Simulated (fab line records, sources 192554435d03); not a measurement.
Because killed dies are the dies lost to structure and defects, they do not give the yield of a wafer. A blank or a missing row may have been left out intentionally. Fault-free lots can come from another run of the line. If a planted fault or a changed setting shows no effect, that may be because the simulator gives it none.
Matching of chambers    flow n5 finfet    rie diel-02 running N5_BEOL_M1_VIA_ETCH_34: 3 sister chambers
The step etches the open film in C4F6/O2, target depth 67.8 nm, time 64.4 s. 3 wafers are shown with their chamber, then 4 later ones without.

== WAFERS PAIRED WITH THEIR CHAMBERS ==
wafer   chamber  throttle valve pct (%)
L086.4  2        30.61
L087.1  1        30.37
L087.2  3        30.74

== WAFERS WITHOUT THEIR CHAMBER ==
wafer   throttle valve pct (%)
L089.4  30.37
L089.6  30.73
L093.4  30.61
L093.6  30.63

== CHAMBER TAKEN BY EACH ==
wafer   from the rows above  in truth
L089.4  1                    1
L089.6  3                    3
L093.4  2                    2
L093.6  2                    2
Correctly placed: 4 of 4. Number that these rows cannot place: 0. 0 placed wrongly.
How it was worked out, from the rows above alone: a wafer's distance from a chamber is the root of the sum, over the readings, of the square of ((its reading less the chamber's mean) divided by the reading's scatter). The wafer belongs to the nearest chamber; if the next one is less than 2 further off, it can't be placed. A chamber's mean is the mean of its shown wafers. The scatter (one wafer shown for each chamber): square how far every hidden wafer sits from the nearest shown wafer, average those squares and take the square root.
